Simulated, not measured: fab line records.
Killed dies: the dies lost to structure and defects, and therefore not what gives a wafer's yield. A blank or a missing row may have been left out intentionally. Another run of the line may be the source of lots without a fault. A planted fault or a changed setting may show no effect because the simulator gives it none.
Split-lot trial	flow n5Finfet	on a route of 1938 steps: 7 lots, 21 wafers read

## THE SPLIT
At N5_SD_EPI_N_ETCH_45 (etches SiOCN in CH3F/O2, target depth 6 nm), the setting targetDepthA was moved away from the recipe's 60 angstrom on 5 of the 21 wafers read, by +8.4% to +11.6%. For the rest of the wafers, this setting stayed at what the recipe calls for.

Reading taken at the split's own step.

## THE READING
etch.depthNm (the simulator's own value, which no gauge read), in nm, at N5_SD_EPI_N_ETCH_45 (etches SiOCN in CH3F/O2, target depth 6 nm). No usual value for it is given in the file. Across the 16 wafers here that went through the recipe, the average is 5.985 nm and the standard deviation 0.12 nm.

wafer	tool, chamber at the split	targetDepthA as run, angstrom	against the recipe	etch.depthNm, nm	against lot-mates on the recipe
L074.3	rieDiel-03, 0	60	recipe	6.056	-
L074.5	rieDiel-03, 1	60	recipe	5.854	-
L074.6	rieDiel-03, 2	66.99	+11.6%	6.588	+0.633
L075.2	rieDiel-04, 2	60	recipe	6.116	-
L075.4	rieDiel-04, 0	60	recipe	5.81	-
L075.6	rieDiel-04, 2	60	recipe	6.099	-
L077.2	rieDiel-04, 2	60	recipe	6.161	-
L077.3	rieDiel-04, 1	60	recipe	6.041	-
L077.4	rieDiel-04, 0	60	recipe	5.919	-
L079.1	rieDiel-02, 2	60	recipe	5.867	-
L079.2	rieDiel-02, 1	60	recipe	5.936	-
L079.6	rieDiel-02, 2	60	recipe	5.811	-
L085.2	rieDiel-04, 0	60	recipe	5.848	-
L085.5	rieDiel-04, 1	60	recipe	6.071	-
L085.6	rieDiel-04, 2	60	recipe	6.129	-
L089.1	rieDiel-02, 2	60	recipe	5.983	-
L089.3	rieDiel-02, 3	66.92	+11.5%	6.619	+0.636
L089.6	rieDiel-02, 1	66.92	+11.5%	6.653	+0.670
L097.1	rieDiel-04, 1	65.06	+8.4%	6.504	+0.442
L097.2	rieDiel-04, 3	65.06	+8.4%	6.554	+0.492
L097.4	rieDiel-04, 2	60	recipe	6.062	-

FIT RESULTS
A straight line over all 21 wafers: etch.depthNm changes by +0.0572 nm for each +1% of targetDepthA; r = +0.92; the points scatter about the line by 0.11 nm.
The same after taking each lot's own level away (the mean of its wafers on the recipe; 21 wafers): +0.0557 nm for each +1%; r = +0.94; scatter 0.093 nm.
According to that fit, moving targetDepthA by its largest amount changes the reading by 0.65 nm.
Measured against the standard deviation above, the lots' own levels, which go from 5.8713 to 6.0620 nm, span 1.6 times it.
So the lot-to-lot level changes the slope little: the two slopes agree.
Check: with one of the wafers moved furthest among these (+11.6%) left out of the fit, the line predicts +0.655 nm for it against its lot-mates. Against them it came out at +0.633 nm.

## FURTHER SPLITS ON THESE WAFERS
Before the reading, these wafers also passed through other splits. Each is held against what the fit with the lots' levels taken away leaves over:
other split on the same wafers	wafers away from the commonest value	r with etch.depthNm (lot level and that fit taken away)
N5_FIN_CUT_EXPOSE_05 doseMj	8	+0.08
N5_DUMMY_GATE_COAT_34 spinRpm	8	-0.27
N5_DUMMY_GATE_COAT_28 spinRpm	3	-0.13
N5_SD_EPI_N_ETCH_35 sourceW	10	+0.13

## THE FILE'S OWN FIT
etch.depthNm changes by +0.0555 nm for each +1% of targetDepthA, r = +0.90.
